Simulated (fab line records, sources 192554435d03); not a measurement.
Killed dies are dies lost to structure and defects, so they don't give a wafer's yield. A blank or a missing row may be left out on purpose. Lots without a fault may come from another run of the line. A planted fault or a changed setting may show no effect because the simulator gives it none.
fab line records | flow n5_finfet | part 1 of 2: steps 1 to 25 of 30
record lots=5 wafers=15 last_day=17
route steps=1938 shown WELL_APT@41 PMOS_HMC_CHANNEL_EPI@57
lots that met no fault: from a run of the same line without faults
start_h: hours from the record's first day to the start of the lot's first wafer shown | wait_h: hours since the lot's step before | " the same as in the row above | L1.1+2: a row that stands for several wafers | - no value, or no start given | * or withheld: withheld | < > ~ a bound
route shown NAME@n: a module of which the file shows steps, and the number in the route of the first | usual: mean/standard deviation of fault-free wafers | same: alike in all rows | chamber/n: place in a boat | sites: the reading at each site | _std_site: their standard deviation | _edge_site: outer sites' mean less inner sites' | radius_mm: how far each site lies from the wafer's centre | mask NAME#n: copy n | behind: the tool/chamber that last shaped the wafer | hold: why the lot was held/for how many hours/how that ended | device: the transistor (n, p or np) that didn't switch | end of line: the same wafers' tests at the end of the route | a step without rows: its recipe alone | killed: dies lost to structure and defects at the first sort, not the wafer's yield | map: a wafer's dies, x killed, . not, _ none there
set.NAME: the setting as run; set.NAME@STEP: as run at that earlier step | model.NAME: the simulator's own value behind a step, which no gauge read
lots at some steps of the route; a table a step, a row a wafer
services: from which hour (start_h, from the record's first day; less than 0 if before it) a tool's chamber was out of use, for how many hours, and why
## steps
# step N5_WELL_APT_DEVELOP_24
# recipe develop_time_s=45 rinse_liquid=surfactant_rinse dry=air_spin dev_temp_c=21
# usual chill_plate_temp_C=23.02/0.11
# columns lot.wafer tool chamber start_h wait_h chill_plate_temp_C
L079.4 litho_track-02 0 - - 23.33
L079.5 " 0 " " 23.09
L079.6 " 0 " " 23.08
L085.1 litho_track-03 0 - - 23.04
L085.2 " 0 " " 23.11
L085.6 " 0 " " 23.08
L086.1 litho_track-03 0 - - 23.23
L086.3 " 0 " " 23.17
L086.4 " 0 " " 23.12
L093.3 litho_track-02 0 - - 22.95
L093.5 " 0 " " 23.03
L093.6 " 0 " " 23.09
L096.1 litho_track-02 0 - - 22.74
L096.3 " 0 " " 22.90
L096.5 " 0 " " 23.11
# step N5_WELL_APT_HARDBAKE_29
# recipe temp_c=130 time_s=120
# usual chill_plate_temp_C=23.01/0.1
# columns lot.wafer tool chamber start_h wait_h chill_plate_temp_C
L079.4 litho_track-02 0 - - 23.02
L079.5 " 0 " " 23.21
L079.6 " 0 " " 23.04
L085.1 litho_track-03 0 - - 22.96
L085.2 " 0 " " 23.05
L085.6 " 0 " " 23.01
L086.1 litho_track-03 0 - - 22.92
L086.3 " 0 " " 22.96
L086.4 " 0 " " 22.92
L093.3 litho_track-02 0 - - 23.10
L093.5 " 0 " " 23.06
L093.6 " 0 " " 23.05
L096.1 litho_track-02 0 - - 22.97
L096.3 " 0 " " 22.95
L096.5 " 0 " " 22.94
# step N5_WELL_APT_CD_MEAS_25
# recipe target_cd_nm=200 landing_energy_ev=500 detector=se_inlens
# usual cd_nm=200.0/1.7
# columns lot.wafer tool chamber start_h wait_h cd_nm
L079.4 cd_sem-01 0 45.43 - 197.6
L079.5 " 0 " " 198.8
L079.6 " 0 " " 197.0
L085.1 cd_sem-02 0 80.85 - 198.5
L085.2 " 0 " " 198.9
L085.6 " 0 " " 199.5
L086.1 cd_sem-02 0 86.95 - 200.3
L086.3 " 0 " " 201.2
L086.4 " 0 " " 201.5
L093.3 cd_sem-02 0 129.04 - 201.8
L093.5 " 0 " " 200.2
L093.6 " 0 " " 200.5
L096.1 cd_sem-01 0 147.10 - 198.9
L096.3 " 0 " " 197.6
L096.5 " 0 " " 197.5
# step N5_WELL_APT_OVL_MEAS_26
# recipe points_per_wafer=44
# usual PWELL_OVL=-1/6.1
# columns lot.wafer tool chamber start_h wait_h PWELL_OVL[nm]
L079.4 overlay-02 0 45.45 0.0 2
L079.5 " 0 " " -5
L079.6 " 0 " " -3
L085.1 overlay-01 0 80.88 0.0 -4
L085.2 " 0 " " 9
L085.6 " 0 " " 12
L086.1 overlay-01 0 86.98 0.0 -3
L086.3 " 0 " " 1
L086.4 " 0 " " 3
L093.3 overlay-02 0 129.07 0.0 -1
L093.5 " 0 " " -9
L093.6 " 0 " " 9
L096.1 overlay-01 0 147.13 0.0 -3
L096.3 " 0 " " -7
L096.5 " 0 " " -6
# step N5_WELL_APT_INSPECT_27
# recipe mode=adi inspect_instrument=macro
# usual raw_defect_count=2.0/1.7
# columns lot.wafer tool chamber start_h wait_h raw_defect_count
L079.4 defect_inspect-02 - 45.48 0.0 2
L079.5 " - " " 3
L079.6 " - " " 3
L085.1 defect_inspect-02 - 80.91 0.0 2
L085.2 " - " " 5
L085.6 " - " " 0
L086.1 defect_inspect-02 - 87.01 0.0 1
L086.3 " - " " 4
L086.4 " - " " 3
L093.3 defect_inspect-02 - 129.09 0.0 1
L093.5 " - " " 2
L093.6 " - " " 7
L096.1 defect_inspect-01 - 147.16 0.0 3
L096.3 " - " " 3
L096.5 " - " " 1
# step N5_WELL_APT_DESCUM_30
# recipe chemistry=O2 time_s=7.9 source_power_w=50 bias_power_w=20 pressure_mtorr=20 rf_frequency_hz=2.712e+07 temp_c=40 o2_flow_sccm=225
# usual chamber_pressure_mTorr=20.002/0.02 drypump_motor_current_A=5.6/0.48 oes_product_au=0.74/0.067 rf_vpp_V=243.1/1.1 showerhead_plenum_p_Torr=2.09/0.065 throttle_valve_pct=20.48/0.26
# columns lot.wafer tool chamber start_h wait_h chamber_pressure_mTorr drypump_motor_current_A oes_product_au rf_hours_counter_h rf_vpp_V showerhead_plenum_p_Torr throttle_valve_pct
L079.4 rie_diel-01 1 45.89 0.4 19.999 4.9 0.69 - 243.7 2.06 20.37
L079.5 " 0 " " 19.993 5.3 0.70 - 242.7 2.16 20.94
L079.6 " 2 " " 19.995 5.5 0.76 - 243.6 2.10 20.19
L085.1 rie_diel-01 0 80.94 0.0 19.978 5.4 0.70 231 243.2 2.16 20.95
L085.2 " 2 " " 20.007 5.5 0.76 135 243.2 2.10 20.21
L085.6 " 0 " " 19.982 5.3 0.70 - 245.2 2.16 20.94
L086.1 rie_diel-04 1 87.44 0.4 19.970 5.6 0.73 179 243.6 2.08 20.35
L086.3 " 3 " " 19.977 5.6 0.77 152 243.1 2.00 20.11
L086.4 " 2 " " 19.996 6.5 0.70 231 240.9 1.97 20.67
L093.3 rie_diel-01 3 129.12 0.0 19.992 5.8 0.94 13 244.1 2.15 20.33
L093.5 " 2 " " 20.004 5.5 0.74 - 242.6 2.09 20.23
L093.6 " 3 " " 20.019 5.8 0.94 - 242.5 2.15 20.35
L096.1 rie_diel-04 0 147.19 0.0 19.989 5.6 0.70 229 242.9 2.07 20.86
L096.3 " 1 " " 19.975 5.6 0.70 203 242.5 2.07 20.38
L096.5 " 0 " " 20.034 5.6 0.70 - 242.7 2.07 20.87
# step N5_WELL_APT_IMPLANT_31
# recipe species=B energy_kev=60 dose_cm2=1.5e+13 tilt_deg=0 rotation_deg=0
# usual beam_energy_keV=60.005/0.018 dose_ions_cm2=1.4998e+13/1.6e+10
# columns lot.wafer tool chamber start_h wait_h beam_energy_keV dose_ions_cm2
L079.4 implanter-01 0 46.05 0.1 59.986 1.4993e+13
L079.5 " 0 " " 59.986 1.5014e+13
L079.6 " 0 " " 59.986 1.5015e+13
L085.1 implanter-02 0 81.04 0.1 59.997 1.501e+13
L085.2 " 0 " " 60.001 1.4996e+13
L085.6 " 0 " " 59.974 1.4992e+13
L086.1 implanter-02 0 87.54 0.1 59.997 1.5014e+13
L086.3 " 0 " " 60.003 1.5014e+13
L086.4 " 0 " " 60.022 1.5025e+13
L093.3 implanter-01 0 129.28 0.1 60.006 1.4962e+13
L093.5 " 0 " " 60.026 1.4976e+13
L093.6 " 0 " " 60.030 1.4972e+13
L096.1 implanter-01 0 147.29 0.1 60.009 1.4994e+13
L096.3 " 0 " " 60.038 1.4991e+13
L096.5 " 0 " " 60.035 1.5006e+13
# step N5_WELL_APT_IMPLANT_32
# recipe species=BF2 energy_kev=50 dose_cm2=2e+13 tilt_deg=0 rotation_deg=0
# usual beam_energy_keV=50.002/0.016 dose_ions_cm2=1.9999e+13/2.1e+10
# columns lot.wafer tool chamber start_h wait_h beam_energy_keV dose_ions_cm2
L079.4 implanter-01 0 46.23 0.1 50.005 2.0005e+13
L079.5 " 0 " " 49.991 1.9997e+13
L079.6 " 0 " " 50.005 1.9996e+13
L085.1 implanter-02 0 81.22 0.1 49.990 2.0033e+13
L085.2 " 0 " " 50.022 2.0016e+13
L085.6 " 0 " " 49.996 1.9986e+13
L086.1 implanter-02 0 87.72 0.1 49.996 2.0025e+13
L086.3 " 0 " " 49.987 1.9939e+13
L086.4 " 0 " " 49.987 1.9981e+13
L093.3 implanter-01 0 129.46 0.1 50.007 1.9999e+13
L093.5 " 0 " " 49.990 1.9985e+13
L093.6 " 0 " " 49.980 1.9976e+13
L096.1 implanter-01 0 147.47 0.1 49.996 1.998e+13
L096.3 " 0 " " 50.038 2.0018e+13
L096.5 " 0 " " 50.030 1.999e+13
# step N5_WELL_APT_STRIP_33
# recipe chemistry=SPM time_s=900 temp_c=130 h2so4_h2o2_vol_ratio=4 dry=ipa_marangoni
# columns lot.wafer tool chamber start_h wait_h
L079.4+5+6 wet_bench-01 2,0,5 46.34 0.1
L085.1+2+6 wet_bench-01 4,5,7 81.44 0.2
L086.1+3+4 wet_bench-03 4,1,7 87.92 0.2
L093.3+5+6 wet_bench-03 1,6,2 129.61 0.1
L096.1+3+5 wet_bench-01 7,4,6 147.68 0.2
# step N5_WELL_APT_RTA_34
# recipe temp_c=1000 time_s=10 ambient=N2 idle_temp_c=600 ramp_up_c_per_s=150 ramp_down_c_per_s=60 cool_to_c=600
# usual lamp_power_pct=13.00/0.059 wafer_temp_C_max=1003.6/1
# columns lot.wafer tool chamber start_h wait_h lamp_power_pct wafer_temp_C_max
L079.4 rtp_anneal-02 0 46.70 0.1 12.95 1003.1
L079.5 " 0 " " 12.93 1003.9
L079.6 " 0 " " 12.93 1004.8
L085.1 rtp_anneal-02 0 81.83 0.1 13.04 1003.2
L085.2 " 0 " " 12.98 1002.5
L085.6 " 0 " " 13.04 1001.7
L086.1 rtp_anneal-01 0 88.29 0.1 12.95 1004.8
L086.3 " 0 " " 12.99 1003.1
L086.4 " 0 " " 13.11 1002.4
L093.3 rtp_anneal-01 0 129.95 0.1 13.00 1004.9
L093.5 " 0 " " 12.90 1001.7
L093.6 " 0 " " 13.01 1003.6
L096.1 rtp_anneal-01 0 148.04 0.1 13.06 1003.6
L096.3 " 0 " " 13.07 1002.4
L096.5 " 0 " " 12.99 1004.2
# step N5_WELL_APT_OXIDE_STRIP_42
# recipe chemistry=dHF dilution=25:1 time_s=45 temp_c=25 target=SiO2 target_depth_a=120
# columns lot.wafer tool chamber start_h wait_h
L079.4+5+6 wet_bench-05 2,7,5 46.79 0.1
L085.1+2+6 wet_bench-03 0,2,5 81.98 0.1
L086.1+3+4 wet_bench-03 0,3,5 88.45 0.1
L093.3+5+6 wet_bench-05 1,6,3 130.05 0.1
L096.1+3+5 wet_bench-05 2,0,1 148.20 0.1
# step N5_WELL_APT_PRECLEAN_36
# recipe chemistry=O3/DIW time_s=45 temp_c=22 o3_ppm=10
# columns lot.wafer tool chamber start_h wait_h
L079.4+5+6 wet_bench-05 2,7,5 46.81 0.0
L085.1+2+6 wet_bench-03 0,2,5 82.00 0.0
L086.1+3+4 wet_bench-03 0,3,5 88.47 0.0
L093.3+5+6 wet_bench-05 1,6,3 130.07 0.0
L096.1+3+5 wet_bench-05 2,0,1 148.21 0.0
# step N5_WELL_APT_PRECLEAN_39
# recipe chemistry=dHF time_s=60 dilution=150:1 temp_c=25
# columns lot.wafer tool chamber start_h wait_h
L079.4+5+6 wet_bench-05 2,7,5 46.82 0.0
L085.1+2+6 wet_bench-03 0,2,5 82.01 0.0
L086.1+3+4 wet_bench-03 0,3,5 88.48 0.0
L093.3+5+6 wet_bench-05 1,6,3 130.08 0.0
L096.1+3+5 wet_bench-05 2,0,1 148.22 0.0
# step N5_WELL_APT_SRD_37
# recipe dry=ipa_marangoni do_ppb=5 time_s=30 temp_c=23 rinse_liquid=diw
# columns lot.wafer tool chamber start_h wait_h
L079.4+5+6 wet_bench-05 2,7,5 46.84 0.0
L085.1+2+6 wet_bench-03 0,2,5 82.03 0.0
L086.1+3+4 wet_bench-03 0,3,5 88.50 0.0
L093.3+5+6 wet_bench-05 1,6,3 130.10 0.0
L096.1+3+5 wet_bench-05 2,0,1 148.24 0.0
# step N5_WELL_APT_EPI_41
# recipe material=Si target_thk_a=500 temp_c=650 precursor=SiH4/H2 pressure_torr=20 time_s=297.7
# usual throttle_valve_pct=10.99/0.21
# columns lot.wafer tool chamber start_h wait_h throttle_valve_pct
L079.4 epi_rpcvd-02 0 47.29 0.4 10.90
L079.5 " 0 " " 11.15
L079.6 " 0 " " 11.06
L085.1 epi_rpcvd-04 0 82.08 0.0 10.69
L085.2 " 0 " " 10.90
L085.6 " 0 83.66 1.6 11.13
L086.1 epi_rpcvd-02 0 88.55 0.0 10.97
L086.3 " 0 " " 10.82
L086.4 " 0 " " 10.97
L093.3 epi_rpcvd-02 0 130.97 0.9 10.87
L093.5 " 0 " " 11.06
L093.6 " 0 " " 10.99
L096.1 epi_rpcvd-02 0 148.29 0.0 10.88
L096.3 " 0 " " 11.05
L096.5 " 0 " " 10.93
# step N5_WELL_APT_INSPECT_38
# recipe inspect_instrument=darkfield mode=post_epi
# usual raw_defect_count=13/5.1
# columns lot.wafer tool chamber start_h wait_h raw_defect_count
L079.4 defect_inspect-01 - 47.73 0.3 18
L079.5 " - " " 7
L079.6 " - " " 17
L085.1 defect_inspect-02 - 84.02 1.6 11
L085.2 " - " " 15
L085.6 " - " " 15
L086.1 defect_inspect-02 - 89.19 0.5 7
L086.3 " - " " 9
L086.4 " - " " 13
L093.3 defect_inspect-01 - 131.40 0.3 8
L093.5 " - " " 22
L093.6 " - " " 20
L096.1 defect_inspect-02 - 148.92 0.5 10
L096.3 " - " " 7
L096.5 " - " " 26
# step N5_PMOS_HMC_CHANNEL_EPI_HM_DEP_34
# recipe material=SiO2 target_thk_a=360 temp_c=400 precursor=TEOS/O2 pressure_torr=6.5 rf_w=900 teos_flow_sccm=161.4 gas=O2 flow_sccm=2650 time_s=6.9
# usual heater_power_w=603/100 showerhead_plenum_p_Torr=8.358/0.025 throttle_valve_pct=18.4/0.99
# columns lot.wafer tool chamber start_h wait_h heater_power_w showerhead_plenum_p_Torr throttle_valve_pct
L079.4 pecvd-03 0 47.78 0.0 591 8.342 16.4
L079.5 " 0 " " 603 8.344 16.5
L079.6 " 1 " " 731 8.347 19.0
L085.1 pecvd-03 1 84.05 0.0 823 8.331 19.2
L085.2 " 2 " " 555 8.389 18.6
L085.6 " 0 " " 658 8.346 16.5
L086.1 pecvd-03 1 89.23 0.0 796 8.313 18.9
L086.3 " 0 " " 577 8.346 16.4
L086.4 " 0 " " 590 8.357 16.4
L093.3 pecvd-01 1 131.44 0.0 496 8.397 18.5
L093.5 " 0 " " 531 8.389 18.1
L093.6 " 2 " " 560 8.398 18.0
L096.1 pecvd-02 2 148.96 0.0 690 8.310 19.6
L096.3 " 1 " " 652 8.361 19.9
L096.5 " 2 " " 695 8.330 19.5
# step N5_PMOS_HMC_CHANNEL_EPI_COAT_31
# recipe resist=BARC temp_c=205 time_s=60 spin_rpm=1500 resist_thk_nm=66
# usual chill_plate_temp_C=23.00/0.11
# columns lot.wafer tool chamber start_h wait_h chill_plate_temp_C
L079.4 litho_track-01 0 47.83 0.0 23.14
L079.5 " 0 " " 22.79
L079.6 " 0 " " 22.96
L085.1 litho_track-04 0 84.11 0.0 23.22
L085.2 " 0 " " 23.10
L085.6 " 0 " " 23.07
L086.1 litho_track-05 0 89.28 0.0 23.02
L086.3 " 0 " " 23.18
L086.4 " 0 " " 23.22
L093.3 litho_track-01 0 131.49 0.0 23.04
L093.5 " 0 " " 23.03
L093.6 " 0 " " 22.95
L096.1 litho_track-04 0 149.02 0.0 23.19
L096.3 " 0 " " 23.03
L096.5 " 0 " " 23.11
# step N5_PMOS_HMC_CHANNEL_EPI_COAT_03
# recipe resist=CAR-ArF-block spin_rpm=1500 resist_thk_nm=205
# usual chill_plate_temp_C=23.00/0.11
# columns lot.wafer tool chamber start_h wait_h chill_plate_temp_C
L079.4 litho_track-01 0 - - 23.16
L079.5 " 0 " " 22.97
L079.6 " 0 " " 22.96
L085.1 litho_track-04 0 - - 22.95
L085.2 " 0 " " 22.98
L085.6 " 0 " " 23.16
L086.1 litho_track-05 0 - - 22.92
L086.3 " 0 " " 23.00
L086.4 " 0 " " 22.87
L093.3 litho_track-01 0 - - 23.14
L093.5 " 0 " " 23.13
L093.6 " 0 " " 23.17
L096.1 litho_track-04 0 - - 22.86
L096.3 " 0 " " 23.02
L096.5 " 0 " " 23.16
# step N5_PMOS_HMC_CHANNEL_EPI_EBR_05
# recipe solvent=PGMEA ebr_width_mm=1.5
# usual chill_plate_temp_C=22.99/0.1
# columns lot.wafer tool chamber start_h wait_h chill_plate_temp_C
L079.4 litho_track-01 0 - - 23.05
L079.5 " 0 " " 22.95
L079.6 " 0 " " 22.98
L085.1 litho_track-04 0 - - 23.05
L085.2 " 0 " " 23.07
L085.6 " 0 " " 22.89
L086.1 litho_track-05 0 - - 22.99
L086.3 " 0 " " 23.01
L086.4 " 0 " " 22.97
L093.3 litho_track-01 0 - - 22.88
L093.5 " 0 " " 22.83
L093.6 " 0 " " 22.71
L096.1 litho_track-04 0 - - 23.07
L096.3 " 0 " " 22.85
L096.5 " 0 " " 22.99
# step N5_PMOS_HMC_CHANNEL_EPI_SOFTBAKE_04
# recipe temp_c=110 time_s=60 resist=CAR-ArF-block
# usual chill_plate_temp_C=22.99/0.091
# columns lot.wafer tool chamber start_h wait_h chill_plate_temp_C
L079.4 litho_track-01 0 - - 22.99
L079.5 " 0 " " 23.02
L079.6 " 0 " " 23.09
L085.1 litho_track-04 0 - - 22.90
L085.2 " 0 " " 22.91
L085.6 " 0 " " 22.99
L086.1 litho_track-05 0 - - 22.93
L086.3 " 0 " " 23.09
L086.4 " 0 " " 23.17
L093.3 litho_track-01 0 - - 23.00
L093.5 " 0 " " 23.08
L093.6 " 0 " " 22.91
L096.1 litho_track-04 0 - - 23.08
L096.3 " 0 " " 23.12
L096.5 " 0 " " 23.05
# step N5_PMOS_HMC_CHANNEL_EPI_EXPOSE_06
# recipe mask_id=PMOS_HMC_BLK na=1.35 source_shape=conventional sigma_outer=0.8 polarization=unpolarized target_cd_nm=240 dose_mj=41
# usual focus_offset_nm=0.0/0.58
# columns lot.wafer tool chamber start_h wait_h mask focus_offset_nm
L079.4 arfi_scanner-01 0 48.15 - PMOS_HMC_BLK#0 -0.1
L079.5 " 0 " " PMOS_HMC_BLK#0 -0.5
L079.6 " 0 " " PMOS_HMC_BLK#0 -0.1
L085.1 arfi_scanner-01 0 84.21 - PMOS_HMC_BLK#0 -0.5
L085.2 " 0 " " PMOS_HMC_BLK#0 -0.3
L085.6 " 0 " " PMOS_HMC_BLK#0 -0.4
L086.1 arfi_scanner-02 0 89.51 - PMOS_HMC_BLK#0 -0.8
L086.3 " 0 " " PMOS_HMC_BLK#0 0.1
L086.4 " 0 " " PMOS_HMC_BLK#0 0.9
L093.3 arfi_scanner-02 0 131.73 - PMOS_HMC_BLK#0 -0.5
L093.5 " 0 " " PMOS_HMC_BLK#0 0.2
L093.6 " 0 " " PMOS_HMC_BLK#0 0.1
L096.1 arfi_scanner-02 0 149.24 - PMOS_HMC_BLK#0 -0.2
L096.3 " 0 " " PMOS_HMC_BLK#0 -0.1
L096.5 " 0 " " PMOS_HMC_BLK#0 0.0
# step N5_PMOS_HMC_CHANNEL_EPI_PEB_07
# recipe peb_temp_c=110 peb_time_s=60 resist=CAR-ArF-block
# usual chill_plate_temp_C=23.00/0.1
# columns lot.wafer tool chamber start_h wait_h chill_plate_temp_C
L079.4 litho_track-01 0 48.19 0.0 22.96
L079.5 " 0 " " 23.07
L079.6 " 0 " " 22.92
L085.1 litho_track-04 0 84.26 0.1 23.11
L085.2 " 0 " " 23.11
L085.6 " 0 " " 23.10
L086.1 litho_track-05 0 89.56 0.1 22.95
L086.3 " 0 " " 23.11
L086.4 " 0 " " 22.96
L093.3 litho_track-05 0 131.78 0.0 23.07
L093.5 " 0 " " 22.87
L093.6 " 0 " " 22.90
L096.1 litho_track-01 0 149.30 0.1 23.03
L096.3 " 0 " " 22.98
L096.5 " 0 " " 23.04
# step N5_PMOS_HMC_CHANNEL_EPI_DEVELOP_08
# recipe develop_time_s=30 developer=TMAH resist=CAR-ArF-block dev_temp_c=23 rinse_liquid=diw dry=air_spin
# usual chill_plate_temp_C=23.02/0.094
# columns lot.wafer tool chamber start_h wait_h chill_plate_temp_C
L079.4 litho_track-01 0 - - 22.90
L079.5 " 0 " " 22.93
L079.6 " 0 " " 22.98
L085.1 litho_track-04 0 - - 22.90
L085.2 " 0 " " 22.95
L085.6 " 0 " " 22.80
L086.1 litho_track-05 0 - - 22.94
L086.3 " 0 " " 22.88
L086.4 " 0 " " 23.09
L093.3 litho_track-05 0 - - 23.00
L093.5 " 0 " " 22.99
L093.6 " 0 " " 23.12
L096.1 litho_track-01 0 - - 23.08
L096.3 " 0 " " 22.91
L096.5 " 0 " " 23.04
# step N5_PMOS_HMC_CHANNEL_EPI_CD_MEAS_09
# recipe target_cd_nm=237.4 landing_energy_ev=500 detector=se_inlens
# usual cd_nm=237.6/0.96
# columns lot.wafer tool chamber start_h wait_h cd_nm
L079.4 cd_sem-03 0 48.26 - 240.6
L079.5 " 0 " " 238.6
L079.6 " 0 " " 239.6
L085.1 cd_sem-03 0 84.33 - 238.0
L085.2 " 0 " " 238.1
L085.6 " 0 " " 236.6
L086.1 cd_sem-02 0 89.63 - 239.0
L086.3 " 0 " " 238.1
L086.4 " 0 " " 237.6
L093.3 cd_sem-02 0 131.84 - 239.1
L093.5 " 0 " " 240.0
L093.6 " 0 " " 239.6
L096.1 cd_sem-02 0 149.37 - 236.6
L096.3 " 0 " " 236.9
L096.5 " 0 " " 237.4
